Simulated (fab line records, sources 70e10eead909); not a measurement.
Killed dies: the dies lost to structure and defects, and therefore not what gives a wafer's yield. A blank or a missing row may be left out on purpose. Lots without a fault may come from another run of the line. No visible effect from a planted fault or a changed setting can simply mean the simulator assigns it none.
Chamber matching / flow nand_harc / NHARC_P_M1_CMP_23 on cmp-04 has 4 sister chambers
The step polishes, t overpolish 20 s, target thk 157.82 nm. 8 wafers are shown with their chamber, then 9 later ones without.

WAFERS WITH THEIR CHAMBER
wafer=L083.2; chamber=2; motor_current_A (A)=12.0; time_to_endpoint_s (s)=33
wafer=L085.4; chamber=1; motor_current_A (A)=11.8; time_to_endpoint_s (s)=34
wafer=L087.1; chamber=3; motor_current_A (A)=10.8; time_to_endpoint_s (s)=24
wafer=L087.2; chamber=0; motor_current_A (A)=12.2; time_to_endpoint_s (s)=33
wafer=L087.3; chamber=1; motor_current_A (A)=12.5; time_to_endpoint_s (s)=31
wafer=L090.1; chamber=0; motor_current_A (A)=12.1; time_to_endpoint_s (s)=32
wafer=L090.3; chamber=2; motor_current_A (A)=12.7; time_to_endpoint_s (s)=34
wafer=L090.4; chamber=3; motor_current_A (A)=10.5; time_to_endpoint_s (s)=23

WAFERS WITHOUT THEIR CHAMBER
wafer=L091.1; motor_current_A (A)=11.5; time_to_endpoint_s (s)=28
wafer=L091.3; motor_current_A (A)=10.3; time_to_endpoint_s (s)=24
wafer=L091.5; motor_current_A (A)=11.8; time_to_endpoint_s (s)=30
wafer=L093.1; motor_current_A (A)=12.5; time_to_endpoint_s (s)=31
wafer=L093.3; motor_current_A (A)=10.8; time_to_endpoint_s (s)=24
wafer=L093.5; motor_current_A (A)=13.3; time_to_endpoint_s (s)=33
wafer=L096.1; motor_current_A (A)=12.0; time_to_endpoint_s (s)=33
wafer=L096.2; motor_current_A (A)=10.7; time_to_endpoint_s (s)=24
wafer=L096.3; motor_current_A (A)=13.0; time_to_endpoint_s (s)=33

CHAMBER TAKEN BY EACH
wafer=L091.1; from the rows above=can't be placed: 0 or 1 or 3 or 2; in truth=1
wafer=L091.3; from the rows above=3; in truth=3
wafer=L091.5; from the rows above=can't be placed: 0 or 1 or 2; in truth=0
wafer=L093.1; from the rows above=can't be placed: 1 or 0 or 2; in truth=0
wafer=L093.3; from the rows above=3; in truth=3
wafer=L093.5; from the rows above=can't be placed: 2 or 1 or 0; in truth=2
wafer=L096.1; from the rows above=can't be placed: 0 or 1 or 2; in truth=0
wafer=L096.2; from the rows above=3; in truth=3
wafer=L096.3; from the rows above=can't be placed: 2 or 1 or 0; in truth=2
Placed correctly: 3 of 9. Cannot be placed on the basis of these rows: 6; the candidates contain the true chamber in 6. 0 placed wrongly.
How it was worked out, from the rows above alone: a wafer's distance from a chamber is the root of the sum, over the readings, of the square of ((its reading less the chamber's mean) divided by the reading's scatter). The wafer belongs to the nearest chamber; if the next one is less than 2 further off, it can't be placed. Each chamber's mean is taken over the wafers shown for it. The scatter: the root of (the sum of the squares of (reading less its chamber's mean) over the shown wafers, divided by (wafers less chambers)).
